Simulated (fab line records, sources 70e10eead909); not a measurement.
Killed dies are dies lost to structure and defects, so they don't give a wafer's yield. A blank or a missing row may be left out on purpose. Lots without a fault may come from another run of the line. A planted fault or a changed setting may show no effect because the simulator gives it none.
Chamber matching | flow nand_harc | NHARC_A_STAIRCASE_TRIM_12 on rie_diel-11: 4 sister chambers
The step chemistry O2, time 211.2 s. 6 wafers are shown with their chamber, then 8 later ones without.

WAFERS WITH THEIR CHAMBER
wafer  | chamber | drypump_motor_current_A (A) | showerhead_plenum_p_Torr (Torr)
L085.3 | 3       | 5.5                         | 3.65
L087.6 | 0       | 5.3                         | 3.36
L088.1 | 2       | 6.0                         | 3.73
L088.5 | 0       | 5.3                         | 3.35
L088.6 | 1       | 6.4                         | 3.76
L090.1 | 1       | 6.5                         | 3.76

WAFERS WITHOUT THEIR CHAMBER
wafer  | drypump_motor_current_A (A) | showerhead_plenum_p_Torr (Torr)
L090.2 | 5.3                         | 3.35
L090.5 | 6.0                         | 3.72
L094.1 | 6.0                         | 3.71
L094.4 | 5.5                         | 3.63
L094.5 | 5.3                         | 3.35
L096.2 | 6.4                         | 3.75
L096.3 | 5.5                         | 3.62
L096.6 | 6.4                         | 3.75

WHICH CHAMBER EACH WENT THROUGH
wafer  | from the rows above | in truth
L090.2 | 0                   | 0
L090.5 | 2                   | 2
L094.1 | 2                   | 2
L094.4 | 3                   | 3
L094.5 | 0                   | 0
L096.2 | 1                   | 1
L096.3 | 3                   | 3
L096.6 | 1                   | 1
Placed correctly: 8 of 8. Can't be placed from these rows: 0. Placed wrongly: 0.
How it was worked out, from the rows above alone: a wafer's distance from a chamber is the root of the sum, over the readings, of the square of ((its reading less the chamber's mean) divided by the reading's scatter). The wafer belongs to the nearest chamber; if the next one is less than 2 further off, it can't be placed. A chamber's mean is the mean of its shown wafers. The scatter: the root of (the sum of the squares of (reading less its chamber's mean) over the shown wafers, divided by (wafers less chambers)).
